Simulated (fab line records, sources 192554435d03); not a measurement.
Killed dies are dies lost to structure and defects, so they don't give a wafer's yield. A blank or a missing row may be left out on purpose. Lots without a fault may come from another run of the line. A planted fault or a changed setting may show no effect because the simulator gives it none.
One fault seen from 2 desks | flow n5_finfet | each desk has only its own numbers; what lay behind them comes last

THE TOOL OWNER'S DESK: rie_diel-06
The tool's own readings at N5_BEOL_M14_ETCH_59 (etches BARC in N2/H2, target depth 89 nm, overetch 26.7 nm, time 67.9 s): means of the sampled wafers that have a number, for each lot that ran on this tool. A lot is out of limits, marked OUT, if its mean lies more than 4 standard deviations from the usual mean; the brackets give that distance.
Columns: A = drypump_motor_current_A at N5_BEOL_M14_ETCH_59, usual 5.7 A; B = oes_product_au at N5_BEOL_M14_ETCH_59, usual 0.70 a.u.; C = rf_vpp_V at N5_BEOL_M14_ETCH_59, usual 524.6 V; D = run_length_s at N5_BEOL_M14_ETCH_59, usual 91.4 s; E = showerhead_plenum_p_Torr at N5_BEOL_M14_ETCH_59, usual 2.57 Torr; F = throttle_valve_pct at N5_BEOL_M14_ETCH_59, usual 17.90 %
lot  | first seen here | A   | B    | C     | D              | E    | F
L443 | day 11 01:47    | 5.5 | 0.70 | 525.9 | 91.5           | 2.60 | 18.11
L444 | day 11 11:01    | 5.7 | 0.70 | 527.4 | 91.4           | 2.68 | 17.78
L447 | day 11 15:10    | 5.8 | 0.71 | 524.8 | 91.4           | 2.61 | 17.97
L451 | day 12 23:43    | 5.3 | 0.79 | 525.6 | 83.4 (-26) OUT | 2.63 | 18.04
L462 | day 16 08:08    | 5.6 | 0.69 | 525.8 | 91.4           | 2.63 | 17.91
L466 | day 17 12:02    | 5.6 | 0.68 | 525.7 | 91.4           | 2.63 | 17.95
This desk's finding: out of limits on L451; first on L451, day 12 23:43 (run_length_s at N5_BEOL_M14_ETCH_59). In limits: L443, L444, L447, L462, L466.

THE METROLOGY DESK
What the gauges read, lot by lot, whatever tool the lot ran on: means of the sampled wafers that have a number. A lot is out of limits, marked OUT, if its mean lies more than 4 standard deviations from the usual mean; the brackets give that distance.
Columns: A = M13_RS at N5_BEOL_M13_RS_MEAS_54, usual 0.0449 ohm/sq; B = cd_nm at N5_BEOL_M14_CD_MEAS_10, usual 250.0 nm
lot  | first seen here | A      | B
L443 | day 11 00:43    | 0.0450 | 250.3
L446 | day 11 10:01    | 0.0455 | 251.4
L444 | day 11 10:13    | 0.0450 | 251.1
L447 | day 11 14:22    | 0.0451 | 248.7
L451 | day 12 23:02    | 0.0439 | 249.2
L459 | day 15 15:05    | 0.0447 | 251.7
L461 | day 15 19:01    | 0.0455 | 250.6
L462 | day 16 07:22    | 0.0447 | 249.0
L465 | day 16 13:26    | 0.0450 | 250.1
L464 | day 16 20:32    | 0.0451 | 250.1
L466 | day 17 11:14    | 0.0449 | 250.5
This desk's finding: nothing out of limits on any of the 11 lots.

PUT TOGETHER
The tool owner's desk could have raised an alarm at day 12 23:43, on L451.
The metrology desk saw nothing out of limits.
The metrology desk has L451 on record, within its limits.
Of the lots named, all ran N5_BEOL_M14_ETCH_59 on rie_diel-06.

WHAT THE SIMULATOR HAD PUT IN
Process parameter drift: rie_diel-06, from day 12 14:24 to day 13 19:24, at N5_BEOL_M14_ETCH_59. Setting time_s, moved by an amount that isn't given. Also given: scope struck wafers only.
Lots struck among those shown: L451.
Hours from the fault's start to each desk's first reading out of limits: the tool owner's desk, 9.
